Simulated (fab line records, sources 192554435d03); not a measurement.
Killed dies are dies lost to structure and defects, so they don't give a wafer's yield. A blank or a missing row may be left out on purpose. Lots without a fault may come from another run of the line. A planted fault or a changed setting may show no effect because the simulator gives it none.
Which tool did it? | flow n5_finfet | 11 lots, 33 wafers sampled, at 2 steps of a route of 1938

WHAT THE GAUGES READ, wafer by wafer
N5_BEOL_M2_OVL_MEAS_12.
lot  | measured     | on         | M2_OVL (nm)
L075 | day 6 19:19  | overlay-01 | -0.1 0.7 0.0
L078 | day 7 10:58  | overlay-02 | 0.2 0.4 1.1
L080 | day 8 03:51  | overlay-02 | -0.2 -0.6 -0.1
L082 | day 8 09:35  | overlay-01 | -1.0 -0.3 0.4
L084 | day 9 05:40  | overlay-01 | 1.1 0.6 0.0
L086 | day 9 20:02  | overlay-01 | 0.2 -0.5 0.3
L087 | day 10 00:50 | overlay-02 | -0.2 -0.4 -0.6
L090 | day 10 12:31 | overlay-02 | -0.4 0.6 -0.2
L092 | day 11 04:54 | overlay-02 | 0.4 -0.2 0.0
L094 | day 11 10:34 | overlay-01 | -0.5 0.5 0.0
L097 | day 12 10:42 | overlay-02 | -0.6 -0.2 -0.6

WHICH TOOL RAN EACH LOT (tool, then ch and the chambers of the sampled wafers, then the start)
lot  | N5_BEOL_M1_PRE_CLEAN_60
L075 | cvd_co-01 ch 0,2, day 6 18:24
L078 | cvd_co-02 ch 0,2, day 7 07:28
L080 | cvd_co-02 ch 0,1,2, day 8 01:31
L082 | cvd_co-02 ch 0,2, day 8 08:16
L084 | cvd_co-01 ch 0,2, day 9 04:47
L086 | cvd_co-01 ch 0,1, day 9 19:08
L087 | cvd_co-01 ch 0,1,2, day 9 23:13
L090 | cvd_co-02 ch 0,1,2, day 10 10:35
L092 | cvd_co-01 ch 1,2, day 11 02:36
L094 | cvd_co-02 ch 0,1,2, day 11 07:50
L097 | cvd_co-02 ch 0,1,2, day 12 07:49
- N5_BEOL_M1_PRE_CLEAN_60: time 15 s.

THE ANSWER, worked out from the rows above alone
Rule: what is usual is taken from the lots themselves. Put in order of their means at a reading, lots are off if they are a third of the lots or fewer, leave a main group of 4 or more, and stand apart from it by a gap of 3 or more times the standard deviation of the main group's means; of several such gaps the widest counts. A main group whose means are all the same, to the digits that the tables above print for the reading, isn't used. A lot without any number at a reading at which 4 lots or more have one is off too. The other lots that the step has rows for count as sound.
No lot is off at any reading shown: from this, nothing can be told.

WHAT THE SIMULATOR HAD PUT IN
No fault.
